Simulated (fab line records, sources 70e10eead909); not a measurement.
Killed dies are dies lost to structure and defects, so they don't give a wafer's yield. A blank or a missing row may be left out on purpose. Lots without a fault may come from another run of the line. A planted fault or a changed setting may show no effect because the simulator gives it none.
fab line records | flow nand_harc
record lots=24 wafers=72 last_day=24
route steps=1159 shown P_CONTACT@235 P_M0@282 P_M1@296
lots that met no fault: from a run of the same line without faults
start_h: hours from the record's first day to the start of the lot's first wafer shown | wait_h: hours since the lot's step before | " the same as in the row above | L1.1+2: a row that stands for several wafers | - no value, or no start given | * or withheld: withheld | < > ~ a bound
route shown NAME@n: a module of which the file shows steps, and the number in the route of the first | usual: mean/standard deviation of fault-free wafers | same: alike in all rows | chamber/n: place in a boat | sites: the reading at each site | _std_site: their standard deviation | _edge_site: outer sites' mean less inner sites' | radius_mm: how far each site lies from the wafer's centre | mask NAME#n: copy n | behind: the tool/chamber that last shaped the wafer | hold: why the lot was held/for how many hours/how that ended | device: the transistor (n, p or np) that didn't switch | end of line: the same wafers' tests at the end of the route | a step without rows: its recipe alone | killed: dies lost to structure and defects at the first sort, not the wafer's yield | map: a wafer's dies, x killed, . not, _ none there
set.NAME: the setting as run; set.NAME@STEP: as run at that earlier step | model.NAME: the simulator's own value behind a step, which no gauge read
steps of the route over a sample of lots; a table a step, a row a wafer
services: from which hour (start_h, from the record's first day; less than 0 if before it) a tool's chamber was out of use, for how many hours, and why
## steps
# step NHARC_P_CONTACT_DESCUM_17
# recipe time_s=3 o2_flow_sccm=200 ar_flow_sccm=0 bias_power_w=0 chemistry=O2
# usual drypump_motor_current_A=5.72/0.29 o2_flow_sccm=200.0/0.58 oes_product_au=1.003/0.011 rf_vpp_V=58.1/0.85 showerhead_plenum_p_Torr=1.98/0.038 throttle_valve_pct=11.312/0.0089
# columns lot.wafer tool chamber start_h wait_h drypump_motor_current_A o2_flow_sccm oes_product_au rf_hours_counter_h rf_vpp_V showerhead_plenum_p_Torr throttle_valve_pct
L074.2 rie_diel-10 2 113.60 0.1 5.58 200.7 0.991 9 59.1 1.95 11.314
L074.4 " 3 " " 5.83 200.2 0.995 9 58.5 2.06 11.321
L074.6 " 2 " " 5.58 199.5 0.994 - 58.3 1.95 11.300
L076.4 rie_diel-02 0 117.27 0.1 5.86 200.5 1.005 13 57.3 1.95 11.310
L076.5 " 1 " " 6.33 200.1 1.019 - 58.7 1.98 11.312
L076.6 " 2 " " 5.70 200.4 1.003 - 57.1 1.99 11.297
L075.2 rie_diel-10 3 118.65 0.1 5.86 201.1 1.011 10 59.2 2.06 11.327
L075.1 " 0 " " 5.67 199.7 1.017 10 58.9 1.95 11.328
L075.6 " 0 " " 5.67 199.4 1.018 - 57.3 1.95 11.313
L078.2 rie_diel-02 1 135.29 0.1 6.36 201.0 1.014 15 58.8 1.98 11.306
L078.4 " 2 " " 5.72 200.9 1.004 15 59.6 1.99 11.317
L078.5 " 2 " " 5.71 200.2 1.008 - 57.1 1.99 11.333
L077.3 rie_diel-02 2 137.97 0.1 5.71 199.1 1.009 15 56.8 1.99 11.309
L077.1 " 3 " " 5.64 200.1 1.004 16 59.7 2.02 11.306
L077.5 " 3 " " 5.64 200.4 0.994 - 57.2 2.02 11.319
L079.4 rie_diel-10 3 141.15 0.1 5.88 200.1 1.014 11 57.4 2.06 11.309
L079.6 " 0 " " 5.69 199.9 1.031 - 59.7 1.95 11.315
L079.5 " 1 " " 5.43 199.3 1.016 - 58.1 1.94 11.311
L080.4 rie_diel-02 0 141.89 0.1 5.85 200.2 1.015 16 57.9 1.95 11.303
L080.5 " 2 " " 5.70 200.5 1.002 - 58.8 1.99 11.314
L080.6 " 3 " " 5.66 200.9 0.980 - 58.4 2.02 11.306
L081.1 rie_diel-10 1 153.90 0.1 5.42 200.3 1.004 13 58.7 1.94 11.304
L081.3 " 2 " " 5.58 199.3 0.984 13 58.1 1.95 11.319
L081.6 " 1 " " 5.42 199.8 0.994 - 58.9 1.94 11.316
L082.2 rie_diel-04 1 154.17 0.1 5.19 199.5 0.995 11 57.6 2.02 11.321
L082.1 " 3 " " 6.06 198.9 1.012 13 58.0 1.92 11.307
L082.4 " 0 " " 5.75 200.1 0.998 13 57.8 2.00 11.315
L084.1 rie_diel-10 1 169.92 0.1 5.39 199.3 0.989 15 57.4 1.94 11.334
L084.3 " 2 " " 5.57 200.9 0.983 14 58.5 1.94 11.313
L084.2 " 0 " " 5.69 199.5 1.019 15 57.7 1.95 11.332
L083.2 rie_diel-02 2 170.51 0.1 5.70 200.5 1.010 2 59.1 1.99 11.314
L083.1 " 3 " " 5.63 200.5 0.996 2 58.2 2.02 11.307
L083.3 " 1 " " 6.34 199.9 1.003 2 57.0 1.98 11.310
L085.1 rie_diel-02 2 176.80 0.1 5.69 200.8 1.017 3 57.9 1.99 11.305
L085.2 " 3 " " 5.62 200.9 0.991 2 59.5 2.02 11.289
L085.5 " 1 " " 6.34 199.5 0.993 - 57.3 1.98 11.310
L086.3 rie_diel-02 1 187.11 0.1 6.34 199.3 1.010 4 58.9 1.98 11.305
L086.4 " 2 " " 5.69 200.7 1.025 - 58.8 1.99 11.302
L086.5 " 3 " " 5.64 200.2 0.988 - 58.6 2.02 11.316
L087.1 rie_diel-04 1 187.48 0.1 5.17 200.2 1.000 24 57.4 2.01 11.313
L087.2 " 3 " " 6.04 200.8 1.016 25 58.2 1.91 11.296
L087.6 " 1 " " 5.17 199.8 1.002 - 58.4 2.01 11.307
L088.1 rie_diel-10 3 201.87 0.1 5.88 200.9 0.993 1 59.3 2.06 11.298
L088.6 " 0 " " 5.68 199.4 0.995 - 57.7 1.95 11.315
L088.5 " 1 " " 5.39 199.6 0.991 - 56.4 1.94 11.319
L089.1 rie_diel-04 2 202.63 0.1 5.61 199.1 1.019 28 58.7 2.01 11.313
L089.4 " 3 " " 6.05 199.9 1.028 32 55.9 1.91 11.313
L089.5 " 0 " " 5.78 199.7 1.009 - 58.7 1.99 11.325
L090.1 rie_diel-10 0 208.03 0.1 5.67 200.7 1.003 2 56.7 1.95 11.309
L090.6 " 1 " " 5.41 200.2 0.990 - 57.5 1.94 11.319
L090.5 " 2 " " 5.58 200.5 1.003 - 58.6 1.94 11.309
L091.1 rie_diel-02 2 214.16 0.1 5.73 200.1 1.014 8 58.5 1.99 11.308
L091.4 " 3 " " 5.65 200.7 1.008 - 58.0 2.02 11.312
L091.5 " 1 " " 6.34 199.4 1.007 - 58.1 1.98 11.305
L092.1 rie_diel-10 2 222.47 0.1 5.58 200.9 1.003 4 58.6 1.94 11.316
L092.3 " 0 " " 5.66 199.5 1.001 3 58.5 1.94 11.326
L092.5 " 2 " " 5.55 200.5 1.010 - 56.8 1.94 11.306
L093.3 rie_diel-10 0 226.37 0.1 5.67 198.4 0.999 3 57.6 1.94 11.324
L093.2 " 1 " " 5.40 200.4 0.991 4 56.8 1.94 11.312
L093.6 " 0 " " 5.64 200.0 0.995 - 58.0 1.94 11.304
L094.2 rie_diel-02 1 227.32 0.1 6.37 199.7 1.009 10 59.1 1.98 11.307
L094.4 " 1 " " 6.35 199.8 0.998 - 58.5 1.98 11.314
L094.5 " 3 " " 5.66 200.5 1.001 - 58.0 2.02 11.309
L095.4 rie_diel-10 1 237.73 0.1 5.42 200.3 0.990 5 57.2 1.94 11.303
L095.1 " 2 " " 5.57 200.3 0.999 5 57.8 1.94 11.326
L095.5 " 0 " " 5.66 199.2 0.997 - 58.0 1.94 11.305
L097.2 rie_diel-10 1 241.94 0.1 5.43 199.3 0.992 6 58.9 1.94 11.307
L097.3 " 2 " " 5.57 200.3 1.001 6 59.7 1.94 11.309
L097.1 " 3 " " 5.85 199.4 0.991 6 57.6 2.06 11.311
L096.2 rie_diel-02 2 242.12 0.1 5.72 199.9 1.007 12 56.3 1.99 11.336
L096.5 " 1 " " 6.36 201.3 0.997 - 58.6 1.98 11.314
L096.4 " 2 " " 5.71 199.8 1.021 - 57.6 1.99 11.313
# step NHARC_P_CONTACT_ETCH_35
# recipe target_depth_a=390 over_etch_frac=0.3 time_s=65 ion_energy_ev=80 cf4_flow_sccm=150 ar_flow_sccm=0 rf_w=300 bias_w=100 chemistry=CF4
# usual bias_w=100.0/0.31 drypump_motor_current_A=5.74/0.27 oes_product_au=1.003/0.01 rf_vpp_V=152.0/1 showerhead_plenum_p_Torr=1.83/0.035 throttle_valve_pct=13.283/0.0083
# columns lot.wafer tool chamber start_h wait_h bias_w drypump_motor_current_A oes_product_au rf_hours_counter_h rf_vpp_V showerhead_plenum_p_Torr throttle_valve_pct
L074.2 rie_diel-10 2 113.69 0.1 99.7 5.56 0.995 9 151.8 1.80 13.302
L074.4 " 3 " " 99.3 5.84 1.006 9 152.8 1.89 13.285
L074.6 " 0 " " 100.3 5.67 1.014 - 152.0 1.80 13.278
L076.4 rie_diel-02 2 117.35 0.1 100.1 5.71 1.004 13 151.7 1.84 13.293
L076.5 " 3 " " 100.0 5.64 0.982 - 152.5 1.86 13.278
L076.6 " 0 " " 99.9 5.85 1.014 - 151.2 1.80 13.287
L075.2 rie_diel-10 1 118.77 0.1 99.8 5.41 1.008 10 150.7 1.79 13.279
L075.1 " 3 " " 100.3 5.89 0.994 10 152.9 1.89 13.294
L075.6 " 1 " " 100.2 5.44 1.004 - 151.3 1.79 13.269
L078.2 rie_diel-02 0 135.54 0.2 99.8 5.85 1.003 15 150.6 1.80 13.285
L078.4 " 1 " " 99.9 6.35 1.014 15 153.2 1.83 13.282
L078.5 " 0 " " 99.7 5.85 1.011 - 151.1 1.80 13.285
L077.1 rie_diel-02 2 138.06 0.1 100.2 5.69 1.005 15 153.6 1.84 13.273
L077.3 " 3 " " 99.9 5.65 0.992 16 153.3 1.86 13.288
L077.5 " 3 " " 99.8 5.69 0.988 - 153.5 1.86 13.292
L079.4 rie_diel-10 3 141.21 0.1 100.3 5.88 1.010 11 152.5 1.89 13.281
L079.6 " 2 " " 99.6 5.58 0.997 - 151.2 1.80 13.295
L079.5 " 3 " " 99.7 5.87 0.997 - 152.4 1.89 13.306
L080.4 rie_diel-02 0 141.96 0.1 100.2 5.84 1.015 16 151.6 1.80 13.292
L080.5 " 3 " " 99.8 5.60 0.992 - 153.9 1.86 13.281
L080.6 " 0 " " 100.2 5.84 1.011 - 151.2 1.80 13.270
L081.1 rie_diel-10 3 153.98 0.1 100.0 5.85 1.011 12 152.8 1.89 13.279
L081.3 " 0 " " 100.7 5.67 1.015 13 150.7 1.80 13.276
L081.6 " 0 " " 100.2 5.67 1.016 - 151.3 1.80 13.284
L082.1 rie_diel-04 0 154.30 0.1 99.5 5.77 0.995 13 151.7 1.84 13.279
L082.2 " 1 " " 99.9 5.18 0.997 11 151.5 1.86 13.285
L082.4 " 2 " " 99.7 5.63 1.015 11 152.4 1.85 13.274
L084.3 rie_diel-10 2 170.00 0.1 99.7 5.54 0.982 14 150.6 1.80 13.286
L084.2 " 0 " " 99.5 5.68 1.010 15 150.5 1.80 13.289
L084.1 " 1 " " 100.4 5.41 0.997 15 151.6 1.79 13.288
L083.3 rie_diel-02 3 170.61 0.1 99.9 5.61 1.004 2 152.0 1.86 13.280
L083.1 " 1 " " 99.8 6.36 0.999 2 153.4 1.83 13.285
L083.2 " 2 " " 100.0 5.73 1.009 2 153.0 1.83 13.268
L085.2 rie_diel-02 3 176.92 0.1 99.6 5.59 0.985 2 151.3 1.86 13.286
L085.1 " 1 " " 100.3 6.35 0.993 3 152.9 1.83 13.284
L085.5 " 2 " " 100.1 5.73 1.014 - 151.4 1.83 13.285
L086.3 rie_diel-02 3 187.20 0.1 99.6 5.60 1.001 4 152.1 1.86 13.292
L086.5 " 3 " " 100.4 5.61 1.001 - 152.4 1.86 13.279
L086.4 " 1 " " 100.3 6.33 1.001 - 151.9 1.83 13.288
L087.2 rie_diel-04 3 187.56 0.1 100.6 6.06 1.014 25 149.1 1.77 13.291
L087.1 " 1 " " 100.0 5.15 0.998 24 150.4 1.85 13.268
L087.6 " 0 " " 100.4 5.77 0.999 - 151.9 1.84 13.286
L088.1 rie_diel-10 3 201.93 0.1 100.6 5.83 0.987 1 151.8 1.89 13.279
L088.6 " 2 " " 99.9 5.58 1.006 - 151.2 1.80 13.269
L088.5 " 3 " " 100.5 5.82 0.994 - 152.2 1.89 13.292
L089.1 rie_diel-04 2 202.75 0.1 99.8 5.62 1.020 28 153.6 1.85 13.296
L089.4 " 0 " " 100.1 5.74 0.994 31 151.9 1.84 13.304
L089.5 " 1 " " 99.6 5.19 0.995 - 151.9 1.85 13.286
L090.1 rie_diel-10 0 208.14 0.1 100.1 5.67 1.013 2 151.2 1.80 13.273
L090.5 " 0 " " 99.6 5.66 1.002 - 151.9 1.80 13.286
L090.6 " 1 " " 100.1 5.40 0.991 - 153.2 1.79 13.290
L091.1 rie_diel-02 2 214.28 0.1 100.3 5.70 1.015 8 152.6 1.83 13.271
L091.5 " 3 " " 100.4 5.64 0.991 - 150.1 1.86 13.274
L091.4 " 2 " " 100.0 5.69 1.014 - 153.4 1.83 13.278
L092.1 rie_diel-10 3 222.55 0.1 99.9 5.88 0.997 4 153.5 1.89 13.296
L092.3 " 0 " " 100.4 5.66 0.988 3 152.3 1.80 13.273
L092.5 " 3 " " 100.3 5.88 0.988 - 153.9 1.89 13.295
L093.2 rie_diel-10 2 226.46 0.1 99.6 5.58 0.999 4 150.5 1.79 13.279
L093.3 " 3 " " 99.9 5.89 0.992 4 152.3 1.89 13.281
L093.6 " 0 " " 99.5 5.68 0.986 - 151.8 1.80 13.290
L094.2 rie_diel-02 1 227.48 0.1 100.5 6.35 1.000 10 151.7 1.83 13.283
L094.5 " 1 " " 100.2 6.36 0.989 - 153.3 1.83 13.282
L094.4 " 3 " " 100.5 5.64 0.978 - 152.3 1.86 13.286
L095.1 rie_diel-10 3 237.81 0.1 100.2 5.85 0.985 5 153.6 1.89 13.282
L095.4 " 0 " " 100.4 5.68 0.991 4 150.5 1.79 13.272
L095.5 " 0 " " 100.5 5.67 0.994 - 151.3 1.80 13.279
L097.1 rie_diel-10 3 242.02 0.1 99.8 5.85 0.991 6 152.8 1.89 13.290
L097.2 " 1 " " 99.8 5.39 0.997 6 150.9 1.79 13.300
L097.3 " 2 " " 99.9 5.58 1.001 6 153.4 1.79 13.286
L096.2 rie_diel-02 2 242.22 0.1 100.1 5.69 1.012 12 153.1 1.83 13.272
L096.5 " 1 " " 100.0 6.30 1.001 - 151.9 1.82 13.273
L096.4 " 2 " " 100.8 5.70 1.009 - 151.7 1.83 13.281
# step NHARC_P_CONTACT_DEGAS_38
# recipe temp_c=300 time_s=60
# usual heater_power_w=495/49
# columns lot.wafer tool chamber start_h wait_h heater_power_w
L074.4 pvd_sputter-02 - 115.18 - 498
L074.2 " - " " 443
L074.6 " - " " 437
L076.4 pvd_sputter-03 - 118.83 - 432
L076.6 " - " " 437
L076.5 " - " " 555
L075.2 pvd_sputter-01 - 120.31 - 516
L075.1 " - " " 423
L075.6 " - " " 551
L078.4 pvd_sputter-03 - 137.27 - 551
L078.2 " - " " 520
L078.5 " - " " 514
L077.3 pvd_sputter-01 - 139.57 - 513
L077.1 " - " " 418
L077.5 " - " " 479
L079.4 pvd_sputter-03 - 142.79 - 514
L079.6 " - " " 445
L079.5 " - " " 565
L080.4 pvd_sputter-03 - 143.50 - 443
L080.5 " - " " 545
L080.6 " - " " 517
L081.3 pvd_sputter-03 - 155.48 - 542
L081.1 " - " " 513
L081.6 " - " " 539
L082.4 pvd_sputter-03 - 156.08 - 513
L082.2 " - " " 437
L082.1 " - " " 552
L084.1 pvd_sputter-02 - 171.50 - 499
L084.2 " - " " 503
L084.3 " - " " 499
L083.3 pvd_sputter-01 - 172.26 - 591
L083.2 " - " " 482
L083.1 " - " " 424
L085.2 pvd_sputter-02 - 178.84 - 508
L085.1 " - " " 495
L085.5 " - " " 509
L086.3 pvd_sputter-01 - 188.89 - 402
L086.4 " - " " 422
L086.5 " - " " 596
L087.2 pvd_sputter-03 - 189.25 - 445
L087.1 " - " " 559
L087.6 " - " " 548
L088.1 pvd_sputter-03 - 203.44 - 517
L088.6 " - " " 553
L088.5 " - " " 517
L089.4 pvd_sputter-03 - 204.39 - 513
L089.1 " - " " 443
L089.5 " - " " 546
L090.1 pvd_sputter-02 - 209.73 - 492
L090.6 " - " " 497
L090.5 " - " " 433
L091.4 pvd_sputter-03 - 215.93 - 521
L091.1 " - " " 520
L091.5 " - " " 548
L092.1 pvd_sputter-03 - 224.10 - 512
L092.3 " - " " 502
L092.5 " - " " 546
L093.3 pvd_sputter-01 - 227.96 - 414
L093.2 " - " " 580
L093.6 " - " " 435
L094.2 pvd_sputter-02 - 229.18 - 482
L094.4 " - " " 451
L094.5 " - " " 480
L095.4 pvd_sputter-03 - 239.38 - 429
L095.1 " - " " 542
L095.5 " - " " 514
L097.2 pvd_sputter-01 - 243.56 - 415
L097.3 " - " " 414
L097.1 " - " " 590
L096.2 pvd_sputter-03 - 243.86 - 441
L096.4 " - " " 516
L096.5 " - " " 448
# step NHARC_P_M0_INSPECT_27
# usual raw_defect_count=309/130
# columns lot.wafer tool chamber start_h wait_h raw_defect_count
L074.2 defect_inspect-02 - 121.61 0.0 164
L074.4 " - " " 140
L074.6 " - " " 243
L076.4 defect_inspect-01 - 124.59 0.0 301
L076.5 " - " " 263
L076.6 " - " " 500
L075.1 defect_inspect-02 - 129.15 0.0 423
L075.2 " - " " 265
L075.6 " - " " 607
L078.2 defect_inspect-02 - 142.37 0.0 172
L078.4 " - " " 280
L078.5 " - " " 240
L077.1 defect_inspect-01 - 144.51 0.0 273
L077.3 " - " " 194
L077.5 " - " " 207
L079.4 defect_inspect-02 - 152.40 0.0 321
L079.5 " - " " 356
L079.6 " - " " 452
L080.4 defect_inspect-02 - 153.32 0.0 339
L080.5 " - " " 340
L080.6 " - " " 370
L081.1 defect_inspect-01 - 162.46 0.0 453
L081.3 " - " " 303
L081.6 " - " " 388
L082.1 defect_inspect-02 - 162.96 0.0 253
L082.2 " - " " 276
L082.4 " - " " 254
L084.1 defect_inspect-02 - 176.43 0.0 335
L084.2 " - " " 248
L084.3 " - " " 337
L083.1 defect_inspect-01 - 177.22 0.0 427
L083.2 " - " " 450
L083.3 " - " " 291
L085.1 defect_inspect-01 - 183.97 0.0 366
L085.2 " - " " 160
L085.5 " - " " 360
L086.3 defect_inspect-02 - 195.70 0.0 191
L086.4 " - " " 147
L086.5 " - " " 245
L087.1 defect_inspect-02 - 196.70 0.0 180
L087.2 " - " " 252
L087.6 " - " " 258
L088.1 defect_inspect-02 - 213.95 0.0 143
L088.5 " - " " 284
L088.6 " - " " 323
L089.1 defect_inspect-02 - 214.43 0.0 414
L089.4 " - " " 251
L089.5 " - " " 502
L090.1 defect_inspect-01 - 216.47 0.0 249
L090.5 " - " " 447
L090.6 " - " " 203
L091.1 defect_inspect-02 - 222.85 0.0 942
L091.4 " - " " 346
L091.5 " - " " 409
L092.1 defect_inspect-02 - 229.85 0.0 448
L092.3 " - " " 269
L092.5 " - " " 272
L093.2 defect_inspect-01 - 237.75 0.0 215
L093.3 " - " " 174
L093.6 " - " " 176
L094.2 defect_inspect-02 - 238.76 0.0 281
L094.4 " - " " 326
L094.5 " - " " 239
L095.1 defect_inspect-01 - 244.36 0.0 471
L095.4 " - " " 250
L095.5 " - " " 337
L097.1 defect_inspect-02 - 248.69 0.0 233
L097.2 " - " " 363
L097.3 " - " " 299
L096.2 defect_inspect-01 - 249.07 0.0 173
L096.4 " - " " 189
L096.5 " - " " 292
# step NHARC_P_M1_OVL_MEAS_10
# recipe pitch_nm=260
# usual overlay_x_nm=0.0/0.84 overlay_y_nm=0.2/0.81
# columns lot.wafer tool chamber start_h wait_h overlay_x_nm overlay_y_nm
L074.2 overlay-02 - 123.25 - -1.0 0.8
L074.4 " - " " -0.9 0.1
L074.6 " - " " -0.7 0.2
L076.4 overlay-01 - 126.19 - 2.0 1.4
L076.5 " - " " 2.0 1.7
L076.6 " - " " 1.9 1.2
L075.1 overlay-02 - 130.64 - 1.7 0.2
L075.2 " - " " 1.4 0.7
L075.6 " - " " 1.6 0.4
L078.2 overlay-01 - 143.84 - 0.5 -0.6
L078.4 " - " " 1.4 -0.9
L078.5 " - " " 1.0 -0.3
L077.1 overlay-01 - 145.95 - -0.4 -0.8
L077.3 " - " " -0.9 -1.3
L077.5 " - " " -0.6 0.2
L079.4 overlay-01 - 153.89 - 0.0 -1.5
L079.5 " - " " 0.0 -0.7
L079.6 " - " " 0.1 -1.5
L080.4 overlay-02 - 154.66 - 0.0 -0.4
L080.5 " - " " 0.2 -0.3
L080.6 " - " " 0.4 -0.2
L081.1 overlay-02 - 164.06 - 0.6 1.5
L081.3 " - " " 0.0 1.5
L081.6 " - " " 0.2 1.1
L082.1 overlay-01 - 165.20 - -0.3 -0.5
L082.2 " - " " 0.4 -0.6
L082.4 " - " " 0.0 -0.4
L084.1 overlay-02 - 177.91 - 0.8 0.0
L084.2 " - " " 0.9 0.3
L084.3 " - " " 0.9 0.6
L083.1 overlay-02 - 178.69 - -0.9 0.8
L083.2 " - " " -1.5 0.6
L083.3 " - " " -1.1 0.4
L085.1 overlay-02 - 185.46 - 0.7 -0.9
L085.2 " - " " -0.7 -0.7
L085.5 " - " " 0.0 -0.8
L086.3 overlay-01 - 197.18 - -0.9 1.3
L086.4 " - " " -1.4 0.7
L086.5 " - " " -1.0 1.0
L087.1 overlay-02 - 198.16 - -0.3 0.4
L087.2 " - " " -0.6 0.0
L087.6 " - " " -0.7 0.1
L088.1 overlay-01 - 215.32 - -0.3 -0.1
L088.5 " - " " -0.2 -0.2
L088.6 " - " " -0.1 -0.1
L089.1 overlay-01 - 215.78 - -0.2 -1.9
L089.4 " - " " -0.8 -1.2
L089.5 " - " " -0.6 -1.1
L090.1 overlay-01 - 218.12 - 0.5 1.3
L090.5 " - " " 0.3 1.4
L090.6 " - " " 0.4 1.8
L091.1 overlay-02 - 224.54 - -0.2 0.3
L091.4 " - " " 0.5 0.3
L091.5 " - " " 0.0 0.4
L092.1 overlay-02 - 231.20 - 0.9 1.1
L092.3 " - " " 0.4 0.9
L092.5 " - " " 0.7 1.2
L093.2 overlay-01 - 239.39 - -0.3 0.8
L093.3 " - " " -0.8 0.5
L093.6 " - " " -0.4 0.7
L094.2 overlay-02 - 240.26 - -0.8 -0.9
L094.4 " - " " -1.2 -1.0
L094.5 " - " " -0.7 -0.6
L095.1 overlay-02 - 246.00 - 0.0 -0.7
L095.4 " - " " 0.6 0.5
L095.5 " - " " 0.2 0.0
L097.1 overlay-02 - 250.44 - 1.2 0.5
L097.2 " - " " 0.6 0.6
L097.3 " - " " 1.0 -0.2
L096.2 overlay-02 - 250.90 - 0.2 0.7
L096.4 " - " " -0.2 0.7
L096.5 " - " " 0.4 0.0
# step NHARC_P_M1_DEP_33
# recipe target_thk_a=300 temp_c=370 target_thk_nm=30 pressure_torr=3 flow_sccm=200 rf_w=450 material=SiCN
# usual heater_power_w=556/58
# columns lot.wafer tool chamber start_h wait_h heater_power_w
L074.2 pecvd-02 2 126.14 0.1 504
L074.6 " 2 " " 501
L074.4 " 0 " " 593
L076.4 pecvd-02 2 129.14 0.2 475
L076.6 " 0 " " 621
L076.5 " 1 " " 588
L075.2 pecvd-01 1 133.55 0.1 605
L075.1 " 2 " " 620
L075.6 " 1 " " 590
L078.2 pecvd-02 0 146.84 0.1 586
L078.5 " 1 " " 509
L078.4 " 2 " " 480
L077.1 pecvd-02 1 148.78 0.1 572
L077.3 " 2 " " 485
L077.5 " 1 " " 576
L079.4 pecvd-01 0 156.85 0.2 606
L079.5 " 1 " " 635
L079.6 " 2 " " 524
L080.6 pecvd-01 0 157.61 0.2 707
L080.4 " 1 " " 704
L080.5 " 2 " " 654
L081.3 pecvd-02 1 166.90 0.1 593
L081.1 " 2 " " 484
L081.6 " 1 " " 571
L082.1 pecvd-02 1 168.03 0.1 608
L082.2 " 2 " " 444
L082.4 " 1 " " 620
L084.1 pecvd-03 2 180.92 0.1 494
L084.3 " 0 " " 582
L084.2 " 1 " " 554
L083.3 pecvd-02 0 181.59 0.1 501
L083.1 " 1 " " 550
L083.2 " 2 " " 448
L085.2 pecvd-02 1 188.27 0.1 590
L085.1 " 0 " " 595
L085.5 " 1 " " 592
L086.3 pecvd-02 1 200.02 0.1 591
L086.5 " 1 " " 589
L086.4 " 0 " " 527
L087.1 pecvd-02 0 201.04 0.1 479
L087.2 " 2 " " 514
L087.6 " 1 " " 614
L088.1 pecvd-01 0 218.56 0.1 625
L088.5 " 2 " " 624
L088.6 " 0 " " 627
L089.1 pecvd-03 0 218.73 0.1 546
L089.4 " 2 " " 557
L089.5 " 0 " " 525
L090.1 pecvd-02 2 220.98 0.1 506
L090.5 " 2 " " 525
L090.6 " 0 " " 545
L091.1 pecvd-02 1 227.49 0.1 526
L091.4 " 0 " " 522
L091.5 " 1 " " 541
L092.1 pecvd-03 0 234.07 0.1 486
L092.3 " 2 " " 477
L092.5 " 1 " " 582
L093.3 pecvd-02 1 242.25 0.1 552
L093.2 " 0 " " 529
L093.6 " 1 " " 567
L094.2 pecvd-03 2 243.37 0.1 546
L094.4 " 0 " " 533
L094.5 " 1 " " 577
L095.1 pecvd-03 1 249.36 0.1 535
L095.4 " 2 " " 569
L095.5 " 1 " " 567
L097.1 pecvd-03 0 253.52 0.1 523
L097.3 " 1 " " 559
L097.2 " 2 " " 526
L096.2 pecvd-03 1 254.17 0.1 502
L096.4 " 2 " " 569
L096.5 " 0 " " 471
## services
# columns tool chamber start_h hours kind
pecvd-03 0 94.09 4.2 repair
pecvd-02 0 101.32 23.9 repair
pvd_sputter-03 - 102.00 10.0 pm
pvd_sputter-01 - 105.21 0.5 repair
rie_diel-10 3 109.29 4.2 repair
pecvd-03 - 111.37 13.0 pm
rie_diel-04 - 111.90 9.0 pm
pvd_sputter-01 - 118.62 0.6 repair
rie_diel-02 3 146.40 16.2 repair
rie_diel-02 - 150.70 9.0 pm
pecvd-02 - 153.24 13.0 pm
rie_diel-04 2 157.57 3.5 repair
pvd_sputter-01 - 158.00 10.0 pm
rie_diel-02 0 161.30 121.7 repair
pecvd-02 - 170.52 0.4 repair
rie_diel-02 3 172.27 4.1 repair
rie_diel-10 - 176.50 9.0 pm
pvd_sputter-02 - 188.30 6.9 repair
rie_diel-10 - 190.90 0.1 repair
pecvd-02 0 207.03 5.3 repair
rie_diel-10 0 210.45 7.4 repair
pecvd-02 - 211.36 0.4 repair
pvd_sputter-02 - 215.37 10.0 pm
pecvd-02 - 235.98 0.8 repair
## key
fault none
